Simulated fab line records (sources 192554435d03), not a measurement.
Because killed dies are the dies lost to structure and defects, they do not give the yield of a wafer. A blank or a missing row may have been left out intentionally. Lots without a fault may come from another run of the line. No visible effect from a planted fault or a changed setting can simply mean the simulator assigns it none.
Commonality check across tools    flow n5-finfet    Lots sampled 11, wafers sampled 33

== WHAT PROMPTED THE OPENING ==
Flagged at N5_BEOL_M9_INSPECT_58: reading raw-defect-count, on 3 of 11 lots. Wafers without a fault read 73, standard deviation 23.
Rule: a lot is flagged when every wafer of it that has a number lies more than 4 standard deviations from that mean, or none has a number. The other lots count as sound.

lot   measured      on                 raw-defect-count, wafer by wafer  flag
L221  day 9 21:41   defect-inspect-02  127 107 130                       
L222  day 9 22:07   defect-inspect-02  67 42 55                          
L224  day 10 01:15  defect-inspect-01  51 61 111                         
L223  day 10 01:32  defect-inspect-02  59 116 83                         
L225  day 10 10:47  defect-inspect-01  1132 1170 1091                    FLAGGED
L228  day 10 22:49  defect-inspect-01  1087 1130 1178                    FLAGGED
L229  day 11 05:02  defect-inspect-02  1158 1130 1101                    FLAGGED
L240  day 14 07:26  defect-inspect-01  59 91 56                          
L241  day 14 21:38  defect-inspect-01  59 73 75                          
L244  day 16 03:11  defect-inspect-02  81 54 99                          
L243  day 16 04:53  defect-inspect-01  73 82 74                          
The mean of the flagged lots' numbers is 1131, +1058 from the usual (+46 standard deviations).

== EACH LOT AND THE TOOL IT RAN ON ==
The record holds 2 process steps before the reading, out of a route of 1938 steps. Every cell lists first the tool, next ch and the chambers used by the sampled wafers, and last the start.
lot   flag     N5_BEOL_M9_PRE_CLEAN_45       N5_BEOL_M9_PRE_CLEAN_55
L221           pvd-sputter-02, day 9 19:09   pecvd-02 ch 0,1, day 9 21:34
L222           pvd-sputter-03, day 9 20:04   pecvd-03 ch 0,1,2, day 9 21:59
L224           pvd-sputter-03, day 9 23:14   pecvd-02 ch 0,1,2, day 10 01:07
L223           pvd-sputter-01, day 9 23:30   pecvd-03 ch 0,2, day 10 01:25
L225  FLAGGED  pvd-sputter-02, day 10 09:08  pecvd-03 ch 0,1, day 10 10:40
L228  FLAGGED  pvd-sputter-02, day 10 19:21  pecvd-03 ch 0,1, day 10 22:41
L229  FLAGGED  pvd-sputter-03, day 11 03:26  pecvd-03 ch 1,2, day 11 04:55
L240           pvd-sputter-03, day 14 05:39  pecvd-01 ch 0,2, day 14 07:19
L241           pvd-sputter-02, day 14 19:37  pecvd-02 ch 0,1, day 14 21:30
L244           pvd-sputter-02, day 16 00:47  pecvd-01 ch 0,1,2, day 16 03:03
L243           pvd-sputter-03, day 16 03:19  pecvd-02 ch 0,1,2, day 16 04:45
These steps, and what they do:
- N5_BEOL_M9_PRE_CLEAN_45: time 30 s.
- N5_BEOL_M9_PRE_CLEAN_55: time 15 s.
- N5_BEOL_M9_INSPECT_58: inspects for defects (darkfield).

== FLAGGED OVER TOTAL, TOOL BY TOOL (the gauges that took the reading come last) ==
step                     tool               lots run  flagged  share of the flagged lots  sound lots run after its first flagged lot
N5_BEOL_M9_PRE_CLEAN_45  pvd-sputter-01     1         0        none                       -
N5_BEOL_M9_PRE_CLEAN_45  pvd-sputter-02     5         2        some                       2 (L241,L244)
N5_BEOL_M9_PRE_CLEAN_45  pvd-sputter-03     5         1        some                       2 (L240,L243)
N5_BEOL_M9_PRE_CLEAN_55  pecvd-01           2         0        none                       -
N5_BEOL_M9_PRE_CLEAN_55  pecvd-02           4         0        none                       -
N5_BEOL_M9_PRE_CLEAN_55  pecvd-03           5         3        all                        0
N5_BEOL_M9_INSPECT_58    defect-inspect-01  6         2        some                       3 (L240,L241,L243)
N5_BEOL_M9_INSPECT_58    defect-inspect-02  5         1        some                       1 (L244)

== THE TABLE: WHAT IT ALLOWS ==
In the table, 1 row covers all flagged lots: pecvd-03 at N5_BEOL_M9_PRE_CLEAN_55.
- pecvd-03 at N5_BEOL_M9_PRE_CLEAN_55: 3 of its 5 lots flagged. It ran its last sound lot, L223, at day 10 01:25 and its first flagged lot, L225, at day 10 10:40: a fault with its onset between the two fits.
One tool is left: pecvd-03 at N5_BEOL_M9_PRE_CLEAN_55.

== WHAT THE SIMULATOR HAD PUT IN ==
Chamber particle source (pecvd-03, N5_BEOL_M9_PRE_CLEAN_55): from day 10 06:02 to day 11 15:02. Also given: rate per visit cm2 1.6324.
Shown lots that were struck: L225, L228, L229. Same finding as the rule above.
